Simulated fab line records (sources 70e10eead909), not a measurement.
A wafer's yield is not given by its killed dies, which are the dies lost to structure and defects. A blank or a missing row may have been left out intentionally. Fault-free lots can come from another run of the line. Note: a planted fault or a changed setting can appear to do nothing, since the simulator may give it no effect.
Chamber matching -- flow nand_harc -- NHARC_A_STAIRCASE_STRIP_476 on rie_diel-01: 4 sister chambers
The step strips in O2, time 20 s. 16 wafers are shown with their chamber, then 8 later ones without.

WAFERS PAIRED WITH THEIR CHAMBERS
wafer,chamber,showerhead_plenum_p_Torr (Torr),drypump_motor_current_A (A),oes_product_au (a.u.)
L075.1,1,3.57,5.7,0.989
L075.3,0,3.39,6.2,0.992
L075.4,3,3.62,5.1,0.988
L078.3,1,3.56,5.7,0.994
L078.4,3,3.61,5.2,0.981
L078.6,2,3.42,5.7,0.993
L080.1,0,3.38,6.2,0.985
L080.4,0,3.38,6.2,1.008
L080.6,3,3.61,5.2,0.969
L081.1,0,3.38,6.2,0.996
L081.4,1,3.56,5.6,0.985
L081.6,3,3.61,5.2,0.971
L083.2,3,3.60,5.2,0.975
L083.4,2,3.41,5.7,0.998
L083.5,2,3.41,5.7,0.995
L085.1,3,3.60,5.2,0.973

SIGNATURES, as means of the wafers listed above
reading,chamber 0,chamber 1,chamber 2,chamber 3,scatter within a chamber
showerhead_plenum_p_Torr,3.3825,3.5633,3.4133,3.6083,0.0064
drypump_motor_current_A,6.200,5.667,5.700,5.183,0.0354
oes_product_au,0.99525,0.98933,0.99533,0.97617,0.00698
Rule: a wafer lies at a distance from a chamber equal to the root of the sum of squares, over the readings, of (its reading less the chamber's mean, divided by the reading's scatter). The wafer belongs to the nearest chamber; if the next one is less than 2 further off, it can't be placed. The scatter: the root of (the sum of the squares of (reading less its chamber's mean) over the shown wafers, divided by (wafers less chambers)).

WAFERS WHOSE CHAMBER IS MISSING
wafer,showerhead_plenum_p_Torr (Torr),drypump_motor_current_A (A),oes_product_au (a.u.)
L085.5,3.40,5.7,1.002
L085.6,3.60,5.2,0.974
L087.2,3.55,5.7,0.980
L087.4,3.37,6.2,0.998
L087.6,3.37,6.2,1.002
L093.2,3.54,5.6,0.999
L093.3,3.36,6.2,0.988
L093.6,3.58,5.1,0.979

CHAMBER TAKEN BY EACH
wafer,from the rows above,in truth
L085.5,2,2
L085.6,3,3
L087.2,1,1
L087.4,0,0
L087.6,0,0
L093.2,1,1
L093.3,0,0
L093.6,3,3
Placed correctly: 8 of 8. Not placeable from these rows: 0. Placed wrongly: 0.
